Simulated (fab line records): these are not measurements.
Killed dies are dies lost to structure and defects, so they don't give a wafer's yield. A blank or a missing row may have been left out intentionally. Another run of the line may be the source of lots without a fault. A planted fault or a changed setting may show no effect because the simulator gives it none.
A lot that was struck, set against a sound lot || flow n5_finfet || 32 steps out of a route of 1938
Sound: the wafers L607.1, L607.3, L607.5. Struck: wafers L623.2, L623.3, L623.6. At the end, the cause is stated.
At each step with rows: each side's tool, then ch and its chambers, then its first start. Under that, the readings that differ: sound wafers || struck wafers || difference of the means || sigmas: that difference in standard deviations of wafers without a fault.
alike: same words and numbers on both sides, and readings whose means sit less than 2 such deviations apart. not compared: any withheld reading, any reading some wafer has no value for, any bound like >300 that may hide the same value, and any number with overlapping values for which the record gives no deviation.
The two part at a step that has a row with sigmas, a row that says differs or no value, or rows on one side only. When numbers do not overlap yet have no deviation, they are printed without sigmas and do not part them. A reading missing from all wafers of one side parts the sides only when that side holds two or more wafers.

first, 1 step without rows for these wafers: N5_BEOL_M0_CUTY_STRIP_64 (strips in N2/H2).
N5_BEOL_M0_ETCH_138: etches SiCN in CH3F/O2, target depth 12 nm, time 31.6 s.
  sound on rie_diel-06 ch 0,2,3, day 6 05:31; struck on rie_diel-01 ch 1,3, day 10 00:43
  alike: drypump_motor_current_A, etch_rf_on_time_s, oes_product_au, rf_vpp_V, showerhead_plenum_p_Torr, throttle_valve_pct
  not compared: rf_hours_counter_h
then, 2 steps without rows for these wafers: N5_BEOL_M0_HM_OPEN_105 (chemistry Cl2/BCl3, target TiN, target depth 12 nm); N5_BEOL_M0_STRIP_140 (strips in CF4).
N5_BEOL_M0_STRIP_104: strips in N2/H2.
  sound on rie_diel-02 ch 0,2,3, day 6 06:19; struck on rie_diel-02 ch 0,3, day 10 02:55
  alike: bias_power_w, drypump_motor_current_A, oes_product_au, rf_vpp_V, showerhead_plenum_p_Torr, throttle_valve_pct
  not compared: rf_hours_counter_h
then, 2 steps without rows for these wafers: N5_BEOL_M0_WET_ETCH_106 (etches SiO2 in DHF, target depth 130 nm, rinse time 30 s); N5_BEOL_M0_ETCH_128 (etches SiCN in CF4/N2, target depth 12 nm, overetch 5.1 nm, time 21.4 s).
N5_BEOL_M0_TRENCH_ETCH_107: etches SiOC in C4F6/O2, target depth 32.8 nm, time 16.4 s.
  sound on rie_diel-01 ch 1,2,3, day 6 06:45; struck on rie_diel-06 ch 1,2, day 10 03:58
  alike: drypump_motor_current_A, oes_product_au, rf_vpp_V, showerhead_plenum_p_Torr, throttle_valve_pct
  not compared: rf_hours_counter_h
then, 1 step without rows for these wafers: N5_BEOL_M0_STRIP_142 (strips in N2/H2, time 10 s).
N5_BEOL_M0_OCD_MEAS_108:
  sound on ocd-02, day 6 06:51; struck on ocd-01, day 10 04:04
  alike: trench_depth_nm
then, 2 steps without rows for these wafers: N5_BEOL_M0_HM_STRIP_129 (strips TiN in peroxide tin strip, target depth 17 nm, time 108 s); N5_BEOL_M0_SRD_130 (time 30 s).
N5_BEOL_M0_ETCH_109: etches SiCN in CH3F/O2, target depth 8 nm, overetch 2.4 nm, time 27.4 s.
  sound on rie_diel-06 ch 2,3, day 6 07:10; struck on rie_diel-02 ch 1,2, day 10 04:33
  alike: drypump_motor_current_A, oes_product_au, rf_vpp_V, showerhead_plenum_p_Torr, throttle_valve_pct
  not compared: rf_hours_counter_h, model.SiOC_of_BEOL_M0_SAQP_ILD_DEP_01.thk_nm
then, 9 steps without rows for these wafers: N5_BEOL_M0_STRIP_139 (strips in post etch residue remover, time 60 s); N5_BEOL_M0_SRD_111 (time 30 s); N5_BEOL_M0_DEGAS_112 (time 60 s); N5_BEOL_M0_PRE_CLEAN_113 (time 30 s); N5_BEOL_M0_ALD_136 (deposits TaN, pulse time 2 s, purge time 3 s, co reactant purge time 2 s); N5_BEOL_M0_SURFACE_TREAT_137; N5_BEOL_M0_CVD_115 (deposits Co from CCTBA/H2, time 120 s); N5_BEOL_M0_SPUTTER_116 (material Cu, target thk 4 nm, time 7.37 s); N5_BEOL_M0_ANNEAL_117 (time 60 s).
N5_BEOL_M0_SPUTTER_132: material Cu, target thk 4 nm, time 7.37 s.
  sound on pvd_sputter-02, day 6 08:40; struck on pvd_sputter-01, day 10 06:01
  alike: chuck_gas_flow_sccm, throttle_valve_pct
then, 1 step without rows for these wafers: N5_BEOL_M0_ANNEAL_133 (time 60 s).
N5_BEOL_M0_SPUTTER_134: material Cu, target thk 4 nm, time 7.37 s.
  sound on pvd_sputter-02, day 6 08:47; struck on pvd_sputter-01, day 10 06:08
  alike: chuck_gas_flow_sccm, throttle_valve_pct
then, 4 steps without rows for these wafers: N5_BEOL_M0_ANNEAL_135 (time 60 s); N5_BEOL_M0_SPUTTER_141 (material Cu, target thk 4 nm, time 7.37 s); N5_BEOL_M0_ECD_118 (material Cu, target thk 300 nm); N5_BEOL_M0_ANNEAL_119 (time 90 s).
N5_BEOL_M0_CMP_120: polishes, stops on SiOC, t overpolish 6.9 s.
  sound on cmp-04 ch 1,3, day 6 09:40; struck on cmp-03 ch 0,1,3, day 10 08:10
  alike: barrier_field_endpoint_s, motor_current_A, overpolish_run_s, retaining_ring_pressure_frac, time_to_endpoint_s
  not compared: model.SiOC_of_BEOL_M0_SAQP_ILD_DEP_01.thk_nm
-- a jump in the record: the struck wafers' starts before and after are 2 days apart (it breaks off in module BEOL_M0 and resumes in module BEOL_M4, where the first step shown is number 1111 of the route) --
N5_BEOL_M4_RC_MEAS_101:
  sound on prober-02 ch 0, day 8 13:09; struck on prober-01 ch 0, day 12 10:02
{"reading": "DIBL_N (mV/V)", "sound": "35.2 39.1 35.2", "struck": "31.0 34.2 33.9", "difference": -3.5, "sigmas": -2}
{"reading": "DIBL_P (mV/V)", "sound": "36.7 41.6 37.8", "struck": "31.9 35.3 34.6", "difference": -4.8, "sigmas": -2}
{"reading": "SS_N (mV/dec)", "sound": "71.7 72.5 72.4", "struck": "70.2 71.2 71.1", "difference": -1.4, "sigmas": -2}
{"reading": "SS_P (mV/dec)", "sound": "73.2 74.6 74.1", "struck": "71.4 72.3 73.0", "difference": -1.7, "sigmas": -2}
  alike: IOFF_N, IOFF_P, ION_N, ION_P, VT_N, VT_P
-- here the record skips 5 days between the struck wafers' starts before and after, leaving off in module BEOL_M4 and picking up in module PASSIVATION (first step shown: number 1936 of the route) --
N5_PASSIVATION_PROBE_49:
  sound on prober-02, day 13 05:55; struck on prober-02, day 17 01:21
  alike: defect_limited_yield, killed_at_M0_to_M3, killed_at_M4_up, killed_at_contacts, killed_at_front_end, killed_at_other, killed_dies, killed_on_rim, killed_open, killed_short, sort_bin_4_leakage, sort_bin_5_function, sort_bin_6_memory, sort_n_pass, sort_yield_pct

## WHERE THEY PART
At N5_BEOL_M4_RC_MEAS_101 and nowhere else, as far as this record goes. Later steps at which nothing parts them and some readings are alike: N5_PASSIVATION_PROBE_49.

WHY: what the simulator had put in
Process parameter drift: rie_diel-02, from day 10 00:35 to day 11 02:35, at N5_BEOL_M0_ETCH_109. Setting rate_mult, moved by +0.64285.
